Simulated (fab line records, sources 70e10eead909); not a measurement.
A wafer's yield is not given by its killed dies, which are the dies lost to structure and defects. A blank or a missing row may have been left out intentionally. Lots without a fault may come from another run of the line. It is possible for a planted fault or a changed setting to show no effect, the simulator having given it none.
Which tool is to blame? ; flow nandHarc ; 23 lots, 69 wafers sampled, at 6 steps of a route of 1302

## WHAT EACH GAUGE READ, for each wafer
Not one reading of a measure or inspect step in the record can be checked against a usual standard deviation.

## WHAT TOOL EACH LOT RAN ON (gives the tool, then ch and the chambers of the sampled wafers, and finally the start)
lot;NHARC_A_STAIRCASE_ETCH_13;NHARC_A_STAIRCASE_TRIM_16;NHARC_A_STAIRCASE_TRIM_187;NHARC_A_STAIRCASE_TRIM_198;NHARC_A_STAIRCASE_TRIM_224;NHARC_A_STAIRCASE_ETCH_232
L074;rieDiel-08 ch 1,2,3, day 15 17:14 or earlier;rieDiel-08 ch 0,1,3, day 15 17:14 or earlier;rieDiel-07 ch 0,3, day 15 17:14;rieDiel-04 ch 1,2, no start;rieDiel-07 ch 0,1,3, no start;rieDiel-07 ch 0,2,3, no start
L076;rieDiel-07 ch 1,2, day 16 07:16 or earlier;rieDiel-07 ch 0,2,3, day 16 07:16 or earlier;rieDiel-08 ch 0,1, day 16 07:16;rieDiel-04 ch 0,2,3, no start;rieDiel-04 ch 0,1, no start;rieDiel-07 ch 0,3, no start
L075;rieDiel-08 ch 0,1, day 16 08:36 or earlier;rieDiel-08 ch 2,3, day 16 08:36 or earlier;rieDiel-04 ch 0,3, day 16 08:36;rieDiel-04 ch 0,2,3, no start;rieDiel-04 ch 0,2, no start;rieDiel-07 ch 0,3, no start
L077;rieDiel-04 ch 0,1,3, day 17 00:01 or earlier;rieDiel-04 ch 0,1,3, day 17 00:01 or earlier;rieDiel-07 ch 1,2,3, day 17 00:01;rieDiel-04 ch 0,1,3, no start;rieDiel-04 ch 1,2,3, no start;rieDiel-04 ch 1,2,3, no start
L078;rieDiel-08 ch 0,1,3, day 17 14:40 or earlier;rieDiel-08 ch 1,2,3, day 17 14:40 or earlier;rieDiel-07 ch 1,2,3, day 17 14:40;rieDiel-07 ch 1,2, no start;rieDiel-07 ch 0,1,3, no start;rieDiel-08 ch 1,2, no start
L079;rieDiel-07 ch 0,1,3, day 18 02:44 or earlier;rieDiel-07 ch 0,1,2, day 18 02:44 or earlier;rieDiel-04 ch 0,2,3, day 18 02:44;rieDiel-04 ch 0,2, no start;rieDiel-07 ch 0,2,3, no start;rieDiel-04 ch 0,2,3, no start
L080;rieDiel-07 ch 1,3, day 18 03:02 or earlier;rieDiel-07 ch 0,1,3, day 18 03:02 or earlier;rieDiel-07 ch 0,2,3, day 18 03:02;rieDiel-08 ch 0,1, no start;rieDiel-08 ch 0,1,2, no start;rieDiel-08 ch 0,2, no start
L081;rieDiel-07 ch 1,2,3, day 18 16:26 or earlier;rieDiel-07 ch 0,1,3, day 18 16:26 or earlier;rieDiel-07 ch 0,2,3, day 18 16:26;rieDiel-07 ch 0,2,3, no start;rieDiel-08 ch 1,2,3, no start;rieDiel-07 ch 0,1,3, no start
L082;rieDiel-04 ch 1,2, day 19 12:35 or earlier;rieDiel-04 ch 0,1,3, day 19 12:35 or earlier;rieDiel-08 ch 1,2,3, day 19 12:35;rieDiel-07 ch 1,2,3, no start;rieDiel-07 ch 1,2,3, no start;rieDiel-08 ch 0,2,3, no start
L084;rieDiel-08 ch 0,1,3, day 19 22:32 or earlier;rieDiel-08 ch 2,3, day 19 22:32 or earlier;rieDiel-07 ch 0,2,3, day 19 22:32;rieDiel-04 ch 1,2, no start;rieDiel-07 ch 1,2,3, no start;rieDiel-08 ch 0,2,3, no start
L083;rieDiel-04 ch 0,2, day 19 23:10 or earlier;rieDiel-04 ch 1,2,3, day 19 23:10 or earlier;rieDiel-07 ch 0,1,3, day 19 23:10;rieDiel-08 ch 1,3, no start;rieDiel-04 ch 0,2,3, no start;rieDiel-04 ch 0,3, no start
L086;rieDiel-08 ch 0,2,3, day 20 12:05 or earlier;rieDiel-08 ch 0,1,3, day 20 12:05 or earlier;rieDiel-07 ch 0,3, day 20 12:05;rieDiel-07 ch 1,3, no start;rieDiel-04 ch 2,3, no start;rieDiel-04 ch 0,1,3, no start
L085;rieDiel-04 ch 0,2,3, day 20 12:40 or earlier;rieDiel-04 ch 1,3, day 20 12:40 or earlier;rieDiel-08 ch 0,2,3, day 20 12:40;rieDiel-08 ch 0,1,3, no start;rieDiel-08 ch 1,3, no start;rieDiel-04 ch 2,3, no start
L087;rieDiel-08 ch 0,1,2, day 21 06:55 or earlier;rieDiel-08 ch 0,1,3, day 21 06:55 or earlier;rieDiel-08 ch 1,2, day 21 06:55;rieDiel-08 ch 0,1,3, no start;rieDiel-07 ch 0,3, no start;rieDiel-08 ch 0,2, no start
L089;rieDiel-04 ch 0,1,3, day 21 13:23 or earlier;rieDiel-04 ch 0,2, day 21 13:23 or earlier;rieDiel-08 ch 0,1,2, day 21 13:23;rieDiel-08 ch 1,2,3, no start;rieDiel-04 ch 1,2,3, no start;rieDiel-04 ch 0,1,2, no start
L088;rieDiel-07 ch 0,1, day 21 20:23 or earlier;rieDiel-07 ch 1,2, day 21 20:23 or earlier;rieDiel-04 ch 1,2, day 21 20:23;rieDiel-08 ch 0,1,2, no start;rieDiel-04 ch 0,1,3, no start;rieDiel-07 ch 0,1, no start
L091;rieDiel-08 ch 1,2,3, day 22 18:14 or earlier;rieDiel-08 ch 1,2,3, day 22 18:14 or earlier;rieDiel-07 ch 0,1,2, day 22 18:14;rieDiel-07 ch 2,3, no start;rieDiel-08 ch 2,3, no start;rieDiel-07 ch 0,2,3, no start
L090;rieDiel-04 ch 1,2,3, day 23 02:05 or earlier;rieDiel-04 ch 0,2,3, day 23 02:05 or earlier;rieDiel-04 ch 0,3, day 23 02:05;rieDiel-07 ch 0,2, no start;rieDiel-07 ch 1,2,3, no start;rieDiel-07 ch 0,3, no start
L093;rieDiel-07 ch 1,2,3, day 23 14:01 or earlier;rieDiel-07 ch 0,1,3, day 23 14:01 or earlier;rieDiel-08 ch 1,2, day 23 14:01;rieDiel-08 ch 2,3, no start;rieDiel-04 ch 0,1,2, no start;rieDiel-04 ch 0,1,2, no start
L092;rieDiel-07 ch 1,2,3, day 23 14:19 or earlier;rieDiel-07 ch 0,2,3, day 23 14:19 or earlier;rieDiel-07 ch 1,2, day 23 14:19;rieDiel-07 ch 0,1,3, no start;rieDiel-07 ch 2,3, no start;rieDiel-07 ch 0,3, no start
L094;rieDiel-07 ch 0,1,3, day 23 16:04 or earlier;rieDiel-07 ch 0,1,3, day 23 16:04 or earlier;rieDiel-04 ch 0,2, day 23 16:04;rieDiel-04 ch 0,2, day 23 18:25;rieDiel-04 ch 1,2,3, no start;rieDiel-04 ch 0,2,3, no start
L096;rieDiel-04 ch 0,1,3, day 24 16:45 or earlier;rieDiel-04 ch 0,3, day 24 16:45 or earlier;rieDiel-08 ch 1,2,3, day 24 16:45;rieDiel-08 ch 2,3, no start;rieDiel-07 ch 0,2,3, no start;rieDiel-07 ch 1,2, no start
L097;rieDiel-04 ch 0,3, day 25 11:08 or earlier;rieDiel-04 ch 1,2, day 25 11:08 or earlier;rieDiel-08 ch 1,2, day 25 11:08;rieDiel-08 ch 0,3, no start;rieDiel-07 ch 0,1, no start;rieDiel-08 ch 1,2,3, no start
- NHARC_A_STAIRCASE_ETCH_13: etches the open film in C4F8/O2, target depth 100 nm, time 40.5 s.
- NHARC_A_STAIRCASE_TRIM_16: chemistry O2, time 211.2 s.
- NHARC_A_STAIRCASE_TRIM_187: chemistry O2, time 211.2 s.
- NHARC_A_STAIRCASE_TRIM_198: chemistry O2, time 211.2 s.
- NHARC_A_STAIRCASE_TRIM_224: chemistry O2, time 211.2 s.
- NHARC_A_STAIRCASE_ETCH_232: etches the open film in C4F8/O2, target depth 100 nm, time 40.5 s.

## WHAT THE TOOLS THEMSELVES READ (means of the sampled wafers that have a number; where no wafer has one, the mark that the record gives instead)
NHARC_A_STAIRCASE_ETCH_13.
lot;tool;oesProductAu (a.u.);rfVppV (V)
L074;rieDiel-08;0.929;890
L076;rieDiel-07;0.951;895
L075;rieDiel-08;0.951;898
L077;rieDiel-04;0.948;895
L078;rieDiel-08;0.951;902
L079;rieDiel-07;0.942;898
L080;rieDiel-07;0.941;896
L081;rieDiel-07;0.942;896
L082;rieDiel-04;0.937;895
L084;rieDiel-08;0.939;901
L083;rieDiel-04;0.947;897
L086;rieDiel-08;0.954;895
L085;rieDiel-04;0.928;900
L087;rieDiel-08;0.953;900
L089;rieDiel-04;0.937;895
L088;rieDiel-07;0.920;895
L091;rieDiel-08;0.943;897
L090;rieDiel-04;0.962;898
L093;rieDiel-07;0.931;896
L092;rieDiel-07;0.923;895
L094;rieDiel-07;0.932;896
L096;rieDiel-04;0.924;894
L097;rieDiel-04;0.945;897

NHARC_A_STAIRCASE_TRIM_16.
lot;tool;drypumpMotorCurrentA (A);oesProductAu (a.u.);rfVppV (V);showerheadPlenumPTorr (Torr);throttleValvePct (%)
L074;rieDiel-08;5.7;0.998;57.4;3.50;17.029
L076;rieDiel-07;5.8;1.004;58.1;3.60;17.041
L075;rieDiel-08;5.5;1.004;57.7;3.41;17.039
L077;rieDiel-04;5.3;1.006;57.8;3.51;17.041
L078;rieDiel-08;5.7;0.997;58.4;3.55;17.041
L079;rieDiel-07;5.6;1.007;57.1;3.55;17.036
L080;rieDiel-07;5.8;0.998;57.8;3.58;17.041
L081;rieDiel-07;5.8;1.000;58.3;3.58;17.038
L082;rieDiel-04;5.3;1.000;57.9;3.51;17.044
L084;rieDiel-08;5.6;0.998;57.8;3.42;17.030
L083;rieDiel-04;5.3;1.007;58.7;3.58;17.034
L086;rieDiel-08;5.7;1.000;58.5;3.65;17.039
L085;rieDiel-04;5.0;1.015;57.4;3.45;17.039
L087;rieDiel-08;5.7;1.003;58.3;3.65;17.035
L089;rieDiel-04;5.8;0.995;58.2;3.59;17.030
L088;rieDiel-07;5.5;0.995;57.3;3.46;17.023
L091;rieDiel-08;5.7;1.005;58.2;3.53;17.032
L090;rieDiel-04;5.6;1.010;58.6;3.62;17.037
L093;rieDiel-07;5.8;0.997;58.5;3.55;17.038
L092;rieDiel-07;5.8;1.000;57.6;3.56;17.044
L094;rieDiel-07;5.8;0.991;58.4;3.55;17.035
L096;rieDiel-04;5.7;0.997;57.5;3.54;17.028
L097;rieDiel-04;5.1;1.005;56.8;3.47;17.032

NHARC_A_STAIRCASE_TRIM_187.
lot;tool;drypumpMotorCurrentA (A);oesProductAu (a.u.);rfVppV (V);showerheadPlenumPTorr (Torr);throttleValvePct (%)
L074;rieDiel-07;5.9;1.000;58.1;3.63;17.036
L076;rieDiel-08;5.5;1.005;58.4;3.59;17.036
L075;rieDiel-04;5.7;0.999;57.6;3.57;17.042
L077;rieDiel-07;5.7;0.999;58.4;3.53;17.036
L078;rieDiel-07;5.7;0.992;57.6;3.53;17.028
L079;rieDiel-04;5.7;1.002;57.9;3.64;17.044
L080;rieDiel-07;5.8;1.007;58.2;3.59;17.034
L081;rieDiel-07;5.8;0.996;57.6;3.58;17.035
L082;rieDiel-08;5.7;1.005;57.8;3.54;17.033
L084;rieDiel-07;5.8;1.000;58.2;3.58;17.037
L083;rieDiel-07;5.8;1.003;57.4;3.57;17.040
L086;rieDiel-07;5.9;1.003;58.1;3.60;17.033
L085;rieDiel-08;5.5;1.004;57.0;3.51;17.039
L087;rieDiel-08;5.8;0.999;58.4;3.65;17.040
L089;rieDiel-08;5.6;1.006;58.4;3.63;17.031
L088;rieDiel-04;5.5;0.996;58.1;3.61;17.039
L091;rieDiel-07;5.6;0.995;57.8;3.53;17.031
L090;rieDiel-04;5.6;1.003;57.7;3.54;17.029
L093;rieDiel-08;5.6;1.000;57.7;3.50;17.041
L092;rieDiel-07;5.6;0.999;57.7;3.47;17.039
L094;rieDiel-04;5.8;0.993;57.8;3.58;17.043
L096;rieDiel-08;5.7;0.993;58.9;3.52;17.034
L097;rieDiel-08;5.8;0.995;57.2;3.63;17.035

NHARC_A_STAIRCASE_TRIM_198.
lot;tool;drypumpMotorCurrentA (A);oesProductAu (a.u.);rfVppV (V);showerheadPlenumPTorr (Torr);throttleValvePct (%)
L074;rieDiel-04;5.5;1.000;58.7;3.63;17.031
L076;rieDiel-04;5.6;1.000;58.1;3.64;17.038
L075;rieDiel-04;5.6;1.001;58.3;3.64;17.029
L077;rieDiel-04;5.3;1.008;57.9;3.51;17.026
L078;rieDiel-07;5.6;0.998;56.9;3.50;17.031
L079;rieDiel-04;5.8;0.994;57.6;3.60;17.024
L080;rieDiel-08;5.5;1.006;57.9;3.75;17.032
L081;rieDiel-07;5.8;0.999;58.2;3.58;17.037
L082;rieDiel-07;5.7;0.997;58.2;3.52;17.038
L084;rieDiel-04;5.5;1.009;57.9;3.61;17.033
L083;rieDiel-08;5.9;0.994;58.2;3.67;17.040
L086;rieDiel-07;5.7;0.994;58.4;3.50;17.032
L085;rieDiel-08;5.7;1.000;58.1;3.65;17.033
L087;rieDiel-08;5.7;1.003;58.5;3.65;17.048
L089;rieDiel-08;5.7;1.001;58.8;3.53;17.037
L088;rieDiel-08;5.6;1.001;57.3;3.62;17.035
L091;rieDiel-07;5.7;1.000;57.1;3.52;17.035
L090;rieDiel-07;5.7;1.000;57.7;3.54;17.032
L093;rieDiel-08;5.6;0.999;57.2;3.40;17.048
L092;rieDiel-07;5.8;1.002;57.1;3.55;17.039
L094;rieDiel-04;5.8;0.995;58.2;3.65;17.037
L096;rieDiel-08;5.6;1.008;57.9;3.40;17.031
L097;rieDiel-08;5.4;0.998;57.7;3.61;17.038

NHARC_A_STAIRCASE_TRIM_224.
lot;tool;drypumpMotorCurrentA (A);oesProductAu (a.u.);rfVppV (V);showerheadPlenumPTorr (Torr);throttleValvePct (%)
L074;rieDiel-07;5.8;0.998;57.2;3.59;17.036
L076;rieDiel-04;5.1;1.001;57.9;3.43;17.037
L075;rieDiel-04;5.8;0.994;58.7;3.68;17.035
L077;rieDiel-04;5.3;1.008;58.4;3.58;17.039
L078;rieDiel-07;5.8;0.996;57.7;3.58;17.038
L079;rieDiel-07;5.8;1.001;57.9;3.59;17.033
L080;rieDiel-08;5.6;1.005;58.8;3.64;17.036
L081;rieDiel-08;5.7;1.001;58.3;3.55;17.030
L082;rieDiel-07;5.7;0.997;57.8;3.52;17.039
L084;rieDiel-07;5.7;0.994;57.8;3.51;17.031
L083;rieDiel-04;5.6;0.999;57.6;3.63;17.031
L086;rieDiel-04;5.6;1.004;58.3;3.70;17.036
L085;rieDiel-08;5.8;1.000;57.8;3.56;17.043
L087;rieDiel-07;6.0;1.001;58.5;3.60;17.042
L089;rieDiel-04;5.3;1.007;58.1;3.57;17.032
L088;rieDiel-04;5.3;1.005;57.2;3.49;17.036
L091;rieDiel-08;5.6;0.995;58.0;3.41;17.032
L090;rieDiel-07;5.7;1.004;57.5;3.50;17.035
L093;rieDiel-04;5.5;1.000;57.8;3.53;17.035
L092;rieDiel-07;5.7;0.995;57.7;3.51;17.042
L094;rieDiel-04;5.3;0.995;57.6;3.56;17.023
L096;rieDiel-07;5.8;0.999;57.8;3.56;17.025
L097;rieDiel-07;5.6;0.996;57.5;3.50;17.039

NHARC_A_STAIRCASE_ETCH_232.
lot;tool;oesProductAu (a.u.);rfVppV (V)
L074;rieDiel-07;0.935;898
L076;rieDiel-07;0.963;899
L075;rieDiel-07;0.955;899
L077;rieDiel-04;0.947;898
L078;rieDiel-08;0.944;901
L079;rieDiel-04;0.930;901
L080;rieDiel-08;0.955;898
L081;rieDiel-07;0.934;897
L082;rieDiel-08;0.960;895
L084;rieDiel-08;0.957;895
L083;rieDiel-04;0.940;898
L086;rieDiel-04;0.942;895
L085;rieDiel-04;0.942;902
L087;rieDiel-08;0.964;894
L089;rieDiel-04;0.956;896
L088;rieDiel-07;0.921;895
L091;rieDiel-07;0.956;897
L090;rieDiel-07;0.956;899
L093;rieDiel-04;0.943;896
L092;rieDiel-07;0.946;899
L094;rieDiel-04;0.941;899
L096;rieDiel-07;0.946;894
L097;rieDiel-08;0.952;896

## THE ANSWER, worked out from the rows above alone
Rule: usual is defined by the lots themselves. The widest of any qualifying gaps counts: lots, ordered by their means at a reading, are off when they make up no more than a third of the lots, leave a main group of 4 or more, and stand apart from it by 3 or more times the standard deviation of that group's means. A main group whose means are all the same, to the digits that the tables above print for the reading, isn't used. Also off: a lot with no number at a reading for which 4 or more lots have one. All remaining lots with rows at the step are treated as sound. The gauges are gone through in route order, then the tools' own readings, and for those a lot's mean is taken as printed above. At the first step where some lot is off, the reading lying furthest off is the one used; lots without a number count as furthest.
None of the lots is off at any reading shown; this tells nothing.

## WHAT THE SIMULATOR HAD INSERTED
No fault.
